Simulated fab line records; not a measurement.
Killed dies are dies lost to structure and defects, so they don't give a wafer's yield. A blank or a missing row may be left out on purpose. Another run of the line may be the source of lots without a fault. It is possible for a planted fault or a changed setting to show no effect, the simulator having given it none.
A lot that was struck, set against a sound lot    flow nand harc    14 steps out of a route of 1302
Sound: the wafers L834.1, L834.2, L834.6. Struck: wafers L825.1, L825.4, L825.5. Last of all comes the cause.
Order at every step that has rows: each side's tool, ch and its chambers, its first start. Under that, the readings that differ: sound wafers    struck wafers    difference of the means    sigmas: that difference in standard deviations of wafers without a fault.
alike: a reading whose means differ by less than 2 such deviations, as well as words and numbers matching on both sides. not compared: withheld readings; readings where some wafer has no value; bounds like >300 that might hide an equal value; numbers whose values overlap and for which the record gives no deviation.
Wherever a step has rows on one side only, a row that says differs or no value, or a row with sigmas, the two part there. Numbers that have no deviation but don't overlap get no sigmas and don't part them. A reading that every wafer of one side lacks parts them only if that side has two wafers or more.

first, 2 steps without rows for these wafers: NHARC_A_CONTACT_PEB_40 (peb time 65 s); NHARC_A_CONTACT_DEVELOP_41 (develop time 35 s).
NHARC_A_CONTACT_CD_MEAS_42: target cd 300 nm.
  sound on cd sem-03 ch 0, day 29 11:47; struck on cd sem-03 ch 0, day 26 10:28
  alike: cd nm
NHARC_A_CONTACT_OVL_MEAS_43:
  sound: overlay-02 at day 29 11:53; struck: overlay-02 at day 26 10:34
  alike: overlay x nm, overlay y nm
NHARC_A_CONTACT_INSPECT_44:
  sound: defect inspect-02 at day 29 11:55; struck: defect inspect-02 at day 26 10:36
  alike: raw defect count
NHARC_A_CONTACT_DESCUM_47: chemistry O2, time 3 s.
  sound on rie diel-05 ch 0,3, day 29 11:58; struck on rie diel-13 ch 1,2,3, day 26 10:41
  alike: drypump motor current A, oes product au, rf vpp V, showerhead plenum p Torr, throttle valve pct
  not compared: rf hours counter h
NHARC_A_CONTACT_ETCH_48: etches the open film in CF4, target depth 39 nm, time 65 s.
  sound on rie diel-05 ch 1,3, day 29 12:05; struck on rie diel-13 ch 1,2,3, day 26 10:46
  alike: bias w, cf4 flow sccm, drypump motor current A, oes product au, rf fwd power W, rf vpp V, showerhead plenum p Torr, throttle valve pct
  not compared: rf hours counter h
NHARC_A_CONTACT_ETCH_49: etches the open film in N2/H2, target depth 260 nm, time 475.3 s.
  sound on rie diel-05 ch 0,3; struck on rie diel-13 ch 1,2,3
  alike: bias w, chamber pressure mTorr, drypump motor current A, oes product au, rf fwd power W, rf vpp V, showerhead plenum p Torr, throttle valve pct
  not compared: rf hours counter h
then, 2 steps without rows for these wafers: NHARC_A_CONTACT_ETCH_50 (etches the open film in CF4/CHF3, target depth 121 nm, time 60.5 s); NHARC_A_CONTACT_ETCH_51 (etches the open film in O2/COS, target depth 7000 nm, time 1820 s).
NHARC_A_CONTACT_ETCH_111: etches the open film in C4F8/O2/Ar, time 140 s, target depth 700 nm.
  sound on har cap etch-02 ch 0,1, day 29 14:10; struck on har cap etch-01 ch 0,1, day 26 12:53
  alike: chamber pressure mTorr, oes air line au
  not compared: rf hours counter h
NHARC_A_CONTACT_ETCH_112: etches the open film in C4F8/O2/Ar, time 190 s, target depth 1850 nm.
  sound on har cap etch-02 ch 0,1, day 29 14:22; struck on har cap etch-01 ch 0,1, day 26 13:04
  alike: chamber pressure mTorr, oes air line au
  not compared: rf hours counter h
NHARC_A_CONTACT_ETCH_113: etches the open film in C4F8/O2/Ar, time 190 s, target depth 1850 nm.
  sound on har cap etch-02 ch 0,1, day 29 14:32; struck on har cap etch-01 ch 0,1, day 26 13:14
  no value came back on the struck wafers for chamber pressure mTorr (mTorr), oes air line au (a.u.); on the sound wafers chamber pressure mTorr (mTorr) reads 20.024 20.010 19.985
  not compared: rf hours counter h
then, 1 step without rows for these wafers: NHARC_A_CONTACT_ETCH_114 (etches the open film in C4F8/O2/Ar, time 190 s, target depth 1850 nm).

WHERE THEY PART
Only at NHARC_A_CONTACT_ETCH_113, as far as this record shows.

WHY: the cause the simulator had injected
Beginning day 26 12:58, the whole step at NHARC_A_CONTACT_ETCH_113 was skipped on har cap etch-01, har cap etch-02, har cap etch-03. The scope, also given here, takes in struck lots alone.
